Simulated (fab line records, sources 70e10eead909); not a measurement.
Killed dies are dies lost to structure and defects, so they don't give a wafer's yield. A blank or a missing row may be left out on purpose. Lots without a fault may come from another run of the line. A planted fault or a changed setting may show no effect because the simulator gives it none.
fab line records | flow nand_harc
record lots=24 wafers=72 last_day=33
route steps=1302 shown P_M1@295 P_M2@330
lots that met no fault: from a run of the same line without faults
start_h: hours from the record's first day to the start of the lot's first wafer shown | wait_h: hours since the lot's step before | " the same as in the row above | L1.1+2: a row that stands for several wafers | - no value, or no start given | * or withheld: withheld | < > ~ a bound
route shown NAME@n: a module of which the file shows steps, and the number in the route of the first | usual: mean/standard deviation of fault-free wafers | same: alike in all rows | chamber/n: place in a boat | sites: the reading at each site | _std_site: their standard deviation | _edge_site: outer sites' mean less inner sites' | radius_mm: how far each site lies from the wafer's centre | mask NAME#n: copy n | behind: the tool/chamber that last shaped the wafer | hold: why the lot was held/for how many hours/how that ended | device: the transistor (n, p or np) that didn't switch | end of line: the same wafers' tests at the end of the route | a step without rows: its recipe alone | killed: dies lost to structure and defects at the first sort, not the wafer's yield | map: a wafer's dies, x killed, . not, _ none there
set.NAME: the setting as run; set.NAME@STEP: as run at that earlier step | model.NAME: the simulator's own value behind a step, which no gauge read
steps of the route over a sample of lots; a table a step, a row a wafer
services: from which hour (start_h, from the record's first day; less than 0 if before it) a tool's chamber was out of use, for how many hours, and why
## steps
# step NHARC_P_M1_CD_MEAS_09
# recipe target_cd_nm=130 landing_energy_ev=500
# usual cd_nm=129.8/0.49
# columns lot.wafer tool chamber start_h wait_h cd_nm
L074.1 cd_sem-03 0 133.13 - 130.1
L074.5 " 0 " " 130.7
L074.6 " 0 " " 130.0
L075.2 cd_sem-01 0 139.94 - 129.3
L075.3 " 0 " " 129.8
L075.6 " 0 " " 129.6
L076.2 cd_sem-01 0 146.33 - 129.0
L076.4 " 0 " " 129.7
L076.6 " 0 " " 129.0
L077.1 cd_sem-01 0 156.73 - 130.3
L077.5 " 0 " " 130.2
L077.6 " 0 " " 130.4
L078.1 cd_sem-01 0 159.89 - 129.2
L078.4 " 0 " " 129.4
L078.5 " 0 " " 129.2
L079.1 cd_sem-02 0 178.23 - 129.6
L079.3 " 0 " " 129.2
L079.6 " 0 " " 130.0
L080.1 cd_sem-02 0 184.10 - 129.9
L080.2 " 0 " " 130.7
L080.6 " 0 " " 130.6
L081.1 cd_sem-03 0 200.10 - 128.9
L081.3 " 0 " " 129.6
L081.4 " 0 " " 130.1
L082.1 cd_sem-02 0 201.72 - 130.2
L082.2 " 0 " " 129.6
L082.3 " 0 " " 130.0
L083.3 cd_sem-01 0 214.60 - 129.7
L083.4 " 0 " " 130.3
L083.5 " 0 " " 129.3
L084.2 cd_sem-01 0 225.84 - 129.6
L084.3 " 0 " " 130.7
L084.6 " 0 " " 129.6
L085.1 cd_sem-01 0 240.98 - 129.7
L085.4 " 0 " " 129.2
L085.6 " 0 " " 129.4
L086.1 cd_sem-01 0 243.71 - 130.6
L086.4 " 0 " " 130.7
L086.5 " 0 " " 130.2
L087.2 cd_sem-02 0 268.06 - 129.6
L087.4 " 0 " " 130.2
L087.5 " 0 " " 130.1
L089.3 cd_sem-03 0 268.78 - 129.2
L089.4 " 0 " " 129.8
L089.5 " 0 " " 129.9
L088.1 cd_sem-02 0 269.39 - 128.8
L088.5 " 0 " " 129.1
L088.6 " 0 " " 129.3
L090.1 cd_sem-01 0 284.63 - 129.5
L090.5 " 0 " " 130.1
L090.6 " 0 " " 130.8
L091.1 cd_sem-02 0 291.44 - 129.3
L091.3 " 0 " " 129.4
L091.4 " 0 " " 130.1
L092.1 cd_sem-02 0 302.92 - 130.4
L092.2 " 0 " " 130.0
L092.4 " 0 " " 129.5
L093.2 cd_sem-01 0 312.40 - 129.2
L093.3 " 0 " " 129.0
L093.4 " 0 " " 130.0
L094.3 cd_sem-02 0 326.35 - 129.6
L094.5 " 0 " " 129.9
L094.6 " 0 " " 129.5
L095.1 cd_sem-01 0 333.72 - 129.9
L095.3 " 0 " " 130.1
L095.4 " 0 " " 130.2
L096.4 cd_sem-03 0 344.50 - 129.5
L096.5 " 0 " " 129.7
L096.6 " 0 " " 130.5
L097.1 cd_sem-03 0 357.10 - 129.9
L097.4 " 0 " " 129.9
L097.6 " 0 " " 129.9
# step NHARC_P_M1_DEGAS_29
# recipe temp_c=250 time_s=60
# usual heater_power_w=318/22
# same time_s=60
# columns lot.wafer tool chamber start_h wait_h heater_power_w
L074.1 pvd_sputter-01 - 134.33 - 315
L074.5 " - " " 327
L074.6 " - " " 342
L075.3 pvd_sputter-02 - 141.14 - 285
L075.2 " - " " 310
L075.6 " - " " 291
L076.2 pvd_sputter-02 - 147.54 - 346
L076.4 " - " " 308
L076.6 " - " " 283
L077.1 pvd_sputter-02 - 157.96 - 307
L077.5 " - " " 338
L077.6 " - " " 316
L078.4 pvd_sputter-02 - 161.09 - 345
L078.1 " - " " 316
L078.5 " - " " 309
L079.3 pvd_sputter-01 - 179.44 - 324
L079.1 " - " " 344
L079.6 " - " " 326
L080.2 pvd_sputter-01 - 185.36 - 353
L080.1 " - " " 323
L080.6 " - " " 294
L081.1 pvd_sputter-02 - 201.31 - 283
L081.3 " - " " 308
L081.4 " - " " 340
L082.1 pvd_sputter-01 - 202.94 - 328
L082.3 " - " " 301
L082.2 " - " " 324
L083.3 pvd_sputter-03 - 215.83 - 338
L083.4 " - " " 331
L083.5 " - " " 336
L084.3 pvd_sputter-02 - 227.04 - 314
L084.2 " - " " 344
L084.6 " - " " 351
L085.4 pvd_sputter-01 - 242.21 - 302
L085.1 " - " " 326
L085.6 " - " " 293
L086.1 pvd_sputter-02 - 244.92 - 301
L086.4 " - " " 348
L086.5 " - " " 309
L087.2 pvd_sputter-01 - 269.26 - 285
L087.4 " - " " 315
L087.5 " - " " 346
L089.4 pvd_sputter-03 - 270.08 - 337
L089.3 " - " " 334
L089.5 " - " " 328
L088.1 pvd_sputter-02 - 270.61 - 287
L088.6 " - " " 313
L088.5 " - " " 339
L090.1 pvd_sputter-03 - 285.83 - 339
L090.5 " - " " 338
L090.6 " - " " 335
L091.3 pvd_sputter-03 - 292.75 - 332
L091.4 " - " " 321
L091.1 " - " " 335
L092.4 pvd_sputter-01 - 304.22 - 291
L092.1 " - " " 305
L092.2 " - " " 316
L093.2 pvd_sputter-01 - 313.66 - 289
L093.3 " - " " 355
L093.4 " - " " 309
L094.3 pvd_sputter-02 - 327.70 - 290
L094.5 " - " " 320
L094.6 " - " " 281
L095.4 pvd_sputter-03 - 334.94 - 334
L095.1 " - " " 288
L095.3 " - " " 342
L096.4 pvd_sputter-01 - 345.71 - 304
L096.5 " - " " 301
L096.6 " - " " 331
L097.1 pvd_sputter-02 - 358.57 - 319
L097.4 " - " " 278
L097.6 " - " " 311
# step NHARC_P_M2_INSPECT_11
# usual raw_defect_count=5.2/2.7
# columns lot.wafer tool chamber start_h wait_h raw_defect_count
L074.1 defect_inspect-01 - 137.41 0.0 3
L074.5 " - " " 4
L074.6 " - " " 9
L075.2 defect_inspect-01 - 144.09 0.0 4
L075.3 " - " " 3
L075.6 " - " " 6
L076.2 defect_inspect-01 - 150.60 0.0 10
L076.4 " - " " 5
L076.6 " - " " 8
L077.1 defect_inspect-02 - 161.30 0.0 5
L077.5 " - " " 7
L077.6 " - " " 5
L078.1 defect_inspect-02 - 164.16 0.0 4
L078.4 " - " " 4
L078.5 " - " " 6
L079.1 defect_inspect-02 - 182.53 0.0 7
L079.3 " - " " 4
L079.6 " - " " 8
L080.1 defect_inspect-02 - 188.43 0.0 2
L080.2 " - " " 6
L080.6 " - " " 5
L081.1 defect_inspect-01 - 204.41 0.0 1
L081.3 " - " " 5
L081.4 " - " " 4
L082.1 defect_inspect-01 - 205.98 0.0 2
L082.2 " - " " 4
L082.3 " - " " 2
L083.3 defect_inspect-02 - 218.75 0.0 4
L083.4 " - " " 3
L083.5 " - " " 1
L084.2 defect_inspect-02 - 230.00 0.0 5
L084.3 " - " " 2
L084.6 " - " " 2
L085.1 defect_inspect-01 - 245.25 0.0 6
L085.4 " - " " 5
L085.6 " - " " 7
L086.1 defect_inspect-02 - 247.87 0.0 2
L086.4 " - " " 4
L086.5 " - " " 9
L087.2 defect_inspect-01 - 272.38 0.0 5
L087.4 " - " " 3
L087.5 " - " " 8
L089.3 defect_inspect-02 - 273.04 0.0 5
L089.4 " - " " 6
L089.5 " - " " 5
L088.1 defect_inspect-02 - 273.68 0.0 11
L088.5 " - " " 6
L088.6 " - " " 5
L090.1 defect_inspect-02 - 288.91 0.0 8
L090.5 " - " " 6
L090.6 " - " " 4
L091.1 defect_inspect-01 - 295.85 0.0 4
L091.3 " - " " 2
L091.4 " - " " 2
L092.1 defect_inspect-01 - 307.35 0.0 11
L092.2 " - " " 8
L092.4 " - " " 14
L093.2 defect_inspect-01 - 316.74 0.0 8
L093.3 " - " " 6
L093.4 " - " " 9
L094.3 defect_inspect-01 - 330.64 0.0 6
L094.5 " - " " 4
L094.6 " - " " 5
L095.1 defect_inspect-02 - 338.01 0.0 6
L095.3 " - " " 3
L095.4 " - " " 7
L096.4 defect_inspect-02 - 348.67 0.0 6
L096.5 " - " " 0
L096.6 " - " " 2
L097.1 defect_inspect-01 - 361.48 0.0 9
L097.4 " - " " 5
L097.6 " - " " 6
# step NHARC_P_M2_ETCH_28
# recipe target_depth_a=300 over_etch_frac=0.3 time_s=72.99 ion_energy_ev=150 cf4_flow_sccm=50 n2_flow_sccm=100 ar_flow_sccm=150 rf_w=300 bias_w=100 chemistry=CF4/N2
# usual drypump_motor_current_A=5.7/0.4 oes_product_au=1.000/0.0074 rf_vpp_V=314.9/1.8 showerhead_plenum_p_Torr=2.68/0.1 throttle_valve_pct=19.794/0.0083
# same over_etch_frac=0.3 time_s=72.99
# columns lot.wafer tool chamber start_h wait_h drypump_motor_current_A oes_product_au rf_hours_counter_h rf_vpp_V showerhead_plenum_p_Torr throttle_valve_pct
L074.1 rie_diel-01 1 - - 5.9 1.016 6.4 315.6 2.79 19.797
L074.5 " 1 " " 5.9 1.005 - 316.5 2.79 19.784
L074.6 " 2 " " 5.3 0.997 - 318.2 2.80 19.797
L075.3 rie_diel-05 0 - - 6.1 1.001 3.9 313.2 2.54 19.804
L075.2 " 1 " " 6.5 1.001 4.6 316.6 2.80 19.807
L075.6 " 0 " " 6.1 1.001 - 311.9 2.54 19.800
L076.4 rie_diel-05 3 - - 6.0 1.004 4.4 315.5 2.70 19.799
L076.2 " 1 " " 6.5 0.998 4.7 316.8 2.80 19.799
L076.6 " 2 " " 5.6 0.993 - 311.7 2.59 19.793
L077.1 rie_diel-04 0 - - 5.6 1.003 7.7 313.6 2.57 19.787
L077.5 " 3 " " 5.5 1.016 - 315.6 2.69 19.806
L077.6 " 0 " " 5.6 1.002 - 311.9 2.57 19.789
L078.1 rie_diel-05 1 - - 6.5 1.000 6.0 317.0 2.80 19.798
L078.4 " 2 " " 5.6 0.980 6.8 313.2 2.59 19.790
L078.5 " 1 " " 6.5 1.000 - 316.5 2.80 19.790
L079.1 rie_diel-05 0 - - 6.1 1.001 6.0 313.0 2.54 19.795
L079.3 " 3 " " 6.0 1.007 6.3 315.9 2.70 19.797
L079.6 " 0 " " 6.1 1.000 - 312.6 2.54 19.783
L080.1 rie_diel-05 1 - - 6.5 0.989 7.8 315.7 2.80 19.793
L080.2 " 3 " " 6.0 1.008 6.9 314.8 2.70 19.809
L080.6 " 1 " " 6.4 0.998 - 317.7 2.80 19.790
L081.3 rie_diel-04 3 - - 5.5 0.998 1.3 315.4 2.69 19.787
L081.1 " 0 " " 5.6 1.003 0.5 313.0 2.57 19.781
L081.4 " 1 " " 5.9 0.989 1.1 317.4 2.80 19.803
L082.3 rie_diel-05 0 - - 6.1 0.985 7.5 314.3 2.54 19.774
L082.1 " 1 " " 6.5 1.001 8.5 316.6 2.80 19.794
L082.2 " 2 " " 5.6 1.005 9.4 313.3 2.59 19.793
L083.3 rie_diel-05 2 - - 5.6 1.006 10.1 313.5 2.59 19.789
L083.4 " 1 " " 6.5 1.004 9.2 316.0 2.80 19.794
L083.5 " 2 " " 5.6 1.000 - 312.9 2.59 19.796
L084.3 rie_diel-04 3 - - 5.4 0.998 2.7 316.5 2.69 19.802
L084.2 " 0 " " 5.6 1.003 1.9 312.8 2.57 19.801
L084.6 " 2 " " 5.7 0.994 - 313.8 2.54 19.795
L085.4 rie_diel-04 1 - - 5.9 0.983 2.7 315.6 2.80 19.807
L085.1 " 2 " " 5.7 1.005 2.9 312.9 2.54 19.791
L085.6 " 0 " " 5.6 1.009 - 313.2 2.57 19.798
L086.1 rie_diel-04 0 - - 5.6 0.994 2.6 312.4 2.57 19.791
L086.4 " 2 " " 5.7 0.998 3.0 312.1 2.54 19.791
L086.5 " 0 " " 5.6 1.000 - 312.6 2.57 19.795
L087.2 rie_diel-01 3 - - 5.5 0.999 3.3 317.4 2.78 19.787
L087.4 " 1 " " 5.9 1.012 3.0 317.1 2.79 19.802
L087.5 " 0 " " 4.8 1.004 - 315.8 2.74 19.790
L089.3 rie_diel-01 3 - - 5.5 1.004 3.4 316.6 2.78 19.797
L089.4 " 2 " " 5.3 1.003 3.1 316.0 2.79 19.782
L089.5 " 3 " " 5.5 1.001 - 316.1 2.78 19.806
L088.1 rie_diel-04 0 - - 5.6 1.007 4.3 314.0 2.57 19.798
L088.5 " 2 " " 5.7 1.006 - 312.6 2.54 19.801
L088.6 " 3 " " 5.4 1.018 - 316.4 2.69 19.787
L090.1 rie_diel-04 1 - - 5.9 0.993 5.4 316.6 2.80 19.809
L090.6 " 2 " " 5.7 0.985 - 313.3 2.54 19.787
L090.5 " 3 " " 5.4 0.994 - 313.9 2.68 19.778
L091.1 rie_diel-05 2 - - 5.6 0.991 2.1 314.0 2.59 19.789
L091.4 " 3 " " 6.0 1.005 1.8 316.5 2.69 19.782
L091.3 " 0 " " 6.1 1.006 2.0 313.7 2.53 19.800
L092.2 rie_diel-05 3 - - 6.0 1.006 3.0 314.9 2.69 19.781
L092.1 " 0 " " 6.1 0.998 3.3 313.1 2.53 19.787
L092.4 " 2 " " 5.6 0.997 3.0 313.2 2.59 19.778
L093.4 rie_diel-01 3 - - 5.5 1.009 6.9 315.1 2.77 19.806
L093.2 " 1 " " 5.9 1.001 6.8 317.1 2.79 19.807
L093.3 " 2 " " 5.3 1.011 6.2 317.2 2.79 19.785
L094.3 rie_diel-04 0 331.49 0.3 5.6 1.008 6.6 313.9 2.57 19.801
L094.6 " 1 " " 5.9 0.993 - 315.7 2.80 19.800
L094.5 " 0 " " 5.6 1.000 - 311.6 2.57 19.798
L095.3 rie_diel-04 1 - - 5.9 0.993 7.4 316.8 2.80 19.795
L095.1 " 3 " " 5.4 0.994 7.5 314.6 2.68 19.792
L095.4 " 3 " " 5.4 1.000 - 315.5 2.68 19.788
L096.4 rie_diel-01 2 - - 5.3 1.000 7.8 315.5 2.79 19.784
L096.5 " 3 " " 5.5 0.999 - 316.2 2.77 19.800
L096.6 " 0 " " 4.8 0.993 - 317.0 2.74 19.788
L097.4 rie_diel-05 1 - - 6.5 0.995 5.8 316.3 2.80 19.808
L097.1 " 0 " " 6.1 0.996 6.3 311.7 2.53 19.783
L097.6 " 1 " " 6.5 1.004 - 318.3 2.80 19.790
# step NHARC_P_M2_PRE_CLEAN_30
# recipe time_s=30 temp_c=280 gas=H2/He
# usual heater_power_w=393/26
# same time_s=30
# columns lot.wafer tool chamber start_h wait_h heater_power_w
L074.1 pvd_sputter-03 - - - 412
L074.6 " - " " 414
L074.5 " - " " 406
L075.2 pvd_sputter-01 - - - 393
L075.3 " - " " 382
L075.6 " - " " 429
L076.2 pvd_sputter-01 - - - 355
L076.4 " - " " 412
L076.6 " - " " 373
L077.1 pvd_sputter-03 - - - 409
L077.5 " - " " 406
L077.6 " - " " 414
L078.4 pvd_sputter-03 - - - 416
L078.1 " - " " 418
L078.5 " - " " 389
L079.1 pvd_sputter-02 - - - 394
L079.3 " - " " 379
L079.6 " - " " 423
L080.1 pvd_sputter-01 - - - 425
L080.2 " - " " 413
L080.6 " - " " 356
L081.1 pvd_sputter-01 - - - 364
L081.4 " - " " 431
L081.3 " - " " 400
L082.1 pvd_sputter-02 - - - 425
L082.2 " - " " 382
L082.3 " - " " 349
L083.3 pvd_sputter-03 - - - 354
L083.4 " - " " 407
L083.5 " - " " 359
L084.2 pvd_sputter-03 - - - 406
L084.3 " - " " 400
L084.6 " - " " 404
L085.1 pvd_sputter-01 - - - 360
L085.4 " - " " 435
L085.6 " - " " 405
L086.1 pvd_sputter-03 - - - 396
L086.4 " - " " 354
L086.5 " - " " 405
L087.4 pvd_sputter-01 - - - 433
L087.2 " - " " 404
L087.5 " - " " 378
L089.3 pvd_sputter-02 - - - 369
L089.4 " - " " 379
L089.5 " - " " 375
L088.1 pvd_sputter-03 - - - 354
L088.6 " - " " 343
L088.5 " - " " 414
L090.1 pvd_sputter-01 - - - 364
L090.5 " - " " 442
L090.6 " - " " 378
L091.3 pvd_sputter-03 - - - 409
L091.1 " - " " 352
L091.4 " - " " 421
L092.1 pvd_sputter-03 - - - 412
L092.2 " - " " 407
L092.4 " - " " 357
L093.2 pvd_sputter-03 - - - 402
L093.4 " - " " 350
L093.3 " - " " 417
L094.3 pvd_sputter-03 - - - 402
L094.5 " - " " 403
L094.6 " - " " 345
L095.4 pvd_sputter-03 - - - 421
L095.3 " - " " 413
L095.1 " - " " 406
L096.4 pvd_sputter-02 - - - 348
L096.6 " - " " 395
L096.5 " - " " 395
L097.1 pvd_sputter-01 - - - 357
L097.4 " - " " 419
L097.6 " - " " 406
# step NHARC_P_M2_PVD_20
# recipe target_thk_a=50 bias_v=168.6 power_w=15000 chamber_pressure_pa=0.12 time_s=8.06 substrate_temp_c=50 material=TaN
# usual bias_v=168.6/1.9 substrate_temp_c=49.98/0.12 throttle_valve_pct=30.2/0.8
# same time_s=8.06
# columns lot.wafer tool chamber start_h wait_h bias_v substrate_temp_c throttle_valve_pct
L074.1 pvd_sputter-03 - - - 166.9 49.81 30.3
L074.5 " - " " 165.0 49.92 30.5
L074.6 " - " " 168.6 50.05 29.1
L075.3 pvd_sputter-01 - - - 171.6 49.70 31.1
L075.2 " - " " 167.3 49.93 29.8
L075.6 " - " " 169.1 50.13 29.8
L076.2 pvd_sputter-01 - - - 166.4 50.16 30.2
L076.4 " - " " 168.5 49.86 29.7
L076.6 " - " " 164.9 49.86 31.0
L077.1 pvd_sputter-03 - - - 169.5 49.96 30.2
L077.6 " - " " 173.0 49.84 30.0
L077.5 " - " " 166.5 50.00 30.6
L078.4 pvd_sputter-03 - - - 170.7 50.06 30.2
L078.1 " - " " 168.6 49.98 30.2
L078.5 " - " " 170.9 49.85 28.9
L079.3 pvd_sputter-02 - - - 171.4 50.14 31.4
L079.1 " - " " 166.4 50.01 31.5
L079.6 " - " " 170.6 50.06 31.0
L080.2 pvd_sputter-01 - - - 168.6 49.99 30.4
L080.1 " - " " 167.1 50.03 29.8
L080.6 " - " " 168.2 50.03 29.9
L081.4 pvd_sputter-01 - - - 166.4 50.07 29.8
L081.3 " - " " 171.8 49.96 29.7
L081.1 " - " " 166.0 49.87 31.0
L082.1 pvd_sputter-02 - - - 168.6 49.96 31.1
L082.2 " - " " 167.7 49.96 29.0
L082.3 " - " " 167.1 49.88 31.5
L083.3 pvd_sputter-03 - - - 168.5 49.86 30.9
L083.4 " - " " 166.5 49.98 29.7
L083.5 " - " " 166.3 49.93 29.3
L084.2 pvd_sputter-03 - - - 170.4 49.97 29.0
L084.3 " - " " 167.4 50.15 29.2
L084.6 " - " " 170.9 49.69 30.4
L085.1 pvd_sputter-01 - - - 169.2 49.96 30.8
L085.4 " - " " 167.3 49.81 30.7
L085.6 " - " " 169.6 49.88 30.7
L086.4 pvd_sputter-03 - - - 169.4 50.00 29.8
L086.1 " - " " 168.4 49.99 29.2
L086.5 " - " " 167.6 50.22 30.0
L087.2 pvd_sputter-01 - - - 165.8 49.91 30.4
L087.4 " - " " 170.5 49.76 31.2
L087.5 " - " " 169.9 49.84 30.2
L089.4 pvd_sputter-02 - - - 170.4 49.91 31.6
L089.3 " - " " 168.2 49.93 28.6
L089.5 " - " " 168.6 50.04 31.4
L088.1 pvd_sputter-03 - - - 168.6 49.99 28.9
L088.5 " - " " 170.4 50.12 30.5
L088.6 " - " " 169.3 49.97 28.9
L090.1 pvd_sputter-01 - - - 170.1 49.86 30.1
L090.5 " - " " 170.5 50.13 30.3
L090.6 " - " " 167.9 50.07 30.8
L091.4 pvd_sputter-03 - - - 171.9 49.84 29.2
L091.3 " - " " 169.7 50.14 31.1
L091.1 " - " " 166.7 49.97 28.9
L092.2 pvd_sputter-03 - - - 169.1 50.13 29.1
L092.1 " - " " 168.0 50.18 29.3
L092.4 " - " " 165.9 50.16 30.2
L093.3 pvd_sputter-02 - 317.99 - 169.2 49.98 31.2
L093.4 " - " " 168.7 49.68 28.6
L093.2 " - " " 169.6 50.01 31.1
L094.3 pvd_sputter-03 - - - 169.4 50.07 28.9
L094.5 " - " " 168.7 49.86 29.3
L094.6 " - " " 170.6 49.78 30.7
L095.3 pvd_sputter-03 - - - 169.3 50.07 29.7
L095.4 " - " " 166.6 50.23 30.8
L095.1 " - " " 165.8 50.14 29.8
L096.4 pvd_sputter-02 - - - 169.3 50.04 31.1
L096.6 " - " " 172.8 50.03 31.0
L096.5 " - " " 169.0 50.15 31.1
L097.1 pvd_sputter-01 - - - 166.2 50.03 30.0
L097.4 " - " " 167.7 49.91 30.3
L097.6 " - " " 164.9 50.01 30.3
## services
# columns tool chamber start_h hours kind
rie_diel-05 0 110.60 - clean
rie_diel-01 - 124.55 0.7 repair
pvd_sputter-01 - 130.55 2.9 repair
rie_diel-01 3 158.58 3.0 repair
rie_diel-04 0 177.67 24.1 repair
rie_diel-04 - 177.90 9.0 pm
pvd_sputter-03 - 178.60 0.6 repair
pvd_sputter-03 - 189.77 0.6 repair
rie_diel-01 - 203.80 9.0 pm
rie_diel-01 - 222.88 0.7 repair
pvd_sputter-01 - 226.00 10.0 pm
rie_diel-05 - 229.60 9.0 pm
pvd_sputter-01 - 262.44 5.5 repair
rie_diel-04 - 279.04 0.5 repair
pvd_sputter-02 - 282.07 10.0 pm
rie_diel-04 2 293.35 1.4 repair
rie_diel-04 2 309.20 31.1 repair
pvd_sputter-03 - 314.76 0.7 repair
rie_diel-05 1 320.73 5.1 repair
rie_diel-05 2 322.31 4.4 repair
rie_diel-04 3 327.38 4.0 repair
pvd_sputter-03 - 346.57 1.1 repair
rie_diel-04 - 354.90 9.0 pm
pvd_sputter-03 - 357.17 10.0 pm
## key
fault none
